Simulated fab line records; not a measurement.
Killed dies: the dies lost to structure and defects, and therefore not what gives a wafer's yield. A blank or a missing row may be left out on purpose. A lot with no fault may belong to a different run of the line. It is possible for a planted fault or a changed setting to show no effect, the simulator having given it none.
Chamber matching    flow n5Finfet    rieDiel-02 running N5_BEOL_M7_ETCH_65: 4 sister chambers
The step etches SiARC in CF4, target depth 15.6 nm, time 26 s. 16 wafers are shown with their chamber, then 8 later ones without.

WAFERS WITH THEIR CHAMBER
wafer   chamber  drypumpMotorCurrentA (A)  showerheadPlenumPTorr (Torr)  throttleValvePct (%)
L075.2  0        4.8                       2.19                          15.47
L075.3  2        6.1                       2.08                          15.62
L075.4  0        4.8                       2.19                          15.49
L078.1  1        5.6                       2.04                          15.84
L078.3  2        6.1                       2.08                          15.62
L078.5  2        6.0                       2.08                          15.61
L083.1  1        5.6                       2.04                          15.84
L083.4  2        6.1                       2.08                          15.64
L083.6  0        4.8                       2.18                          15.50
L088.2  2        6.1                       2.08                          15.64
L088.4  0        4.8                       2.18                          15.51
L088.5  0        4.8                       2.18                          15.51
L093.1  3        5.9                       2.04                          15.68
L093.3  3        5.9                       2.04                          15.69
L093.5  3        5.9                       2.04                          15.69
L096.1  1        5.6                       2.03                          15.90

SIGNATURES (averages over the wafers above)
reading                chamber 0  chamber 1  chamber 2  chamber 3  scatter within a chamber
drypumpMotorCurrentA   4.800      5.600      6.080      5.900      0.0258
showerheadPlenumPTorr  2.1840     2.0367     2.0800     2.0400     0.00394
throttleValvePct       15.4960    15.8600    15.6260    15.6867    0.0189
Rule: distance of a wafer from a chamber = root of the sum over the readings of ((wafer's reading minus chamber's mean) / reading's scatter) squared. If the next closest chamber is less than 2 further off than the closest, the wafer can't be placed; otherwise it belongs to the closest. The scatter: the root of (the sum of the squares of (reading less its chamber's mean) over the shown wafers, divided by (wafers less chambers)).

WAFERS MISSING THEIR CHAMBER
wafer   drypumpMotorCurrentA (A)  showerheadPlenumPTorr (Torr)  throttleValvePct (%)
L096.2  6.1                       2.07                          15.69
L096.3  4.8                       2.17                          15.55
L095.1  6.0                       2.07                          15.69
L095.2  5.6                       2.03                          15.90
L095.4  5.9                       2.03                          15.70
L097.4  5.9                       2.03                          15.72
L097.5  5.6                       2.03                          15.91
L097.6  6.0                       2.07                          15.70

EACH ONE'S CHAMBER
wafer   from the rows above  in truth
L096.2  2                    2
L096.3  0                    0
L095.1  2                    2
L095.2  1                    1
L095.4  3                    3
L097.4  3                    3
L097.5  1                    1
L097.6  2                    2
Correctly placed: 8 of 8. Number that these rows cannot place: 0. Wrongly placed: 0.
